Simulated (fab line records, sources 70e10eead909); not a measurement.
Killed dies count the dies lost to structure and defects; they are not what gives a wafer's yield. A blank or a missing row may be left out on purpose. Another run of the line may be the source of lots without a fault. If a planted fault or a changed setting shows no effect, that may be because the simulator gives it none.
Struck lot and sound lot, side by side	flow nand_harc	26 steps out of a route of 1302
Sound: wafers L503.4, L503.5, L503.6. Struck: wafers L517.1, L517.3, L517.6. At the end, the cause is stated.
At each step with rows: each side's tool, then ch and its chambers, then its first start. Under that, the readings that differ: sound wafers	struck wafers	difference of the means	sigmas: that difference in standard deviations of wafers without a fault.
alike: words and numbers the same on both sides, and readings whose means are apart by under 2 such deviations; not compared: readings that were withheld, readings missing a value for some wafer, numbers with overlapping values and no deviation given by the record, and bounds like >300 which may hide the same value.
Wherever a step has rows on one side only, a row that says differs or no value, or a row with sigmas, the two part there. When numbers do not overlap yet have no deviation, they are printed without sigmas and do not part them. Lack of a reading on every wafer of one side parts them only where that side has two or more wafers.

first, 9 steps without rows for these wafers: NHARC_A_ZERO_WELL_HARDBAKE_11 (time 65 s); NHARC_A_ZERO_WELL_DESCUM_12 (chemistry O2, time 3 s); NHARC_A_ZERO_WELL_ETCH_19 (etches the open film in N2/H2, target depth 80 nm, overetch 24 nm, time 87.88 s); NHARC_A_ZERO_WELL_ETCH_13 (etches the open film in HBr/Cl2, target depth 120 nm, time 40.1 s); NHARC_A_ZERO_WELL_STRIP_14 (strips in SPM, time 900 s); NHARC_A_ZERO_WELL_IMPLANT_15; NHARC_A_ZERO_WELL_PRECLEAN_22 (cleans in SC1, time 60 s); NHARC_A_ZERO_WELL_SRD_23; NHARC_A_ZERO_WELL_RTA_16 (time 10 s).
NHARC_A_SOURCE_PLATE_PRECLEAN_00: cleans in HF-LAST, time 60 s.
  sound on wet_bench-01 ch 3,4,6, day 7 12:15; struck on wet_bench-04 ch 1,2,6, day 13 04:04
then, 15 steps without rows for these wafers: NHARC_A_SOURCE_PLATE_SRD_01; NHARC_A_SOURCE_PLATE_OXIDE_02 (material SiO2, target thk 10 nm, ox time 1362 s); NHARC_A_SOURCE_PLATE_PVD_04 (deposits WSi2, target thk 50 nm); NHARC_A_SOURCE_PLATE_CVD_03 (deposits poly-Si, target thk 200 nm, time 4000 s); NHARC_A_SOURCE_PLATE_ANNEAL_05 (time 1800 s); NHARC_A_ONON_D1_DEP_00 (target thk 1000 nm); NHARC_A_ONON_D1_DEP_03 (target thk 1000 nm); NHARC_A_ONON_D1_DEP_06 (target thk 1000 nm); NHARC_A_ONON_D1_DEP_09 (target thk 1000 nm); NHARC_A_ONON_D1_DEP_12 (target thk 1000 nm); NHARC_A_ONON_D1_ANNEAL_15 (time 3600 s); NHARC_A_ONON_D1_DEP_16 (target thk 1000 nm); NHARC_A_ONON_D1_DEP_19 (target thk 1000 nm); NHARC_A_ONON_D1_DEP_22 (target thk 1000 nm); NHARC_A_ONON_D1_DEP_25 (target thk 1000 nm).
-- record jumps: 18 days between struck wafers' starts before vs after; left off in module A_ONON_D1, resumes in module END, first step shown is number 1301 of the route --
NHARC_END_WLT_00:
  sound: prober-01 at day 24 17:12; struck: prober-01 at day 30 23:43
reading	sound	struck	difference	sigmas
VT_DECK1_BOTTOM	0.878 0.871 0.867	1.004 1.007 0.997	+0.131	+19
VT_DECK1_BOTTOM_INNER	0.874 0.866 0.874	0.999 0.993 0.998	+0.125	+18
VT_DECK1_MEDIAN_NEAR_BOTTOM	0.870 0.872 0.869	1.001 1.000 1.001	+0.130	+18
VT_DECK1_MEDIAN_NEAR_BOTTOM_INNER	0.880 0.877 0.864	1.001 1.000 1.004	+0.128	+17
VT_DECK1_MIDDLE	0.889 0.892 0.880	1.014 1.015 1.024	+0.131	+19
VT_DECK1_MIDDLE_INNER	0.886 0.886 0.882	1.019 1.015 1.022	+0.134	+19
VT_DECK1_TOP	0.887 0.887 0.899	1.027 1.021 1.023	+0.133	+17
VT_DECK1_TOP_INNER	0.889 0.898 0.897	1.033 1.024 1.031	+0.135	+18
VT_DECK2_BOTTOM	0.872 0.869 0.873	0.996 0.997 0.993	+0.124	+19
VT_DECK2_BOTTOM_INNER	0.870 0.862 0.875	0.992 0.998 0.993	+0.125	+19
VT_DECK2_MEDIAN_NEAR_BOTTOM	0.874 0.872 0.882	0.996 0.999 0.998	+0.122	+20
VT_DECK2_MEDIAN_NEAR_BOTTOM_INNER	0.880 0.869 0.870	0.999 0.994 0.997	+0.124	+20
VT_DECK2_MIDDLE	0.882 0.886 0.876	1.018 1.010 1.010	+0.131	+20
VT_DECK2_MIDDLE_INNER	0.887 0.883 0.882	1.008 1.018 1.007	+0.127	+19
VT_DECK2_TOP	0.895 0.902 0.896	1.023 1.031 1.020	+0.127	+17
VT_DECK2_TOP_INNER	0.898 0.893 0.895	1.025 1.038 1.013	+0.130	+22

== WHERE THEY PART ==
At NHARC_END_WLT_00 and nowhere else, as far as this record goes.

WHY: what had been put in by the simulator
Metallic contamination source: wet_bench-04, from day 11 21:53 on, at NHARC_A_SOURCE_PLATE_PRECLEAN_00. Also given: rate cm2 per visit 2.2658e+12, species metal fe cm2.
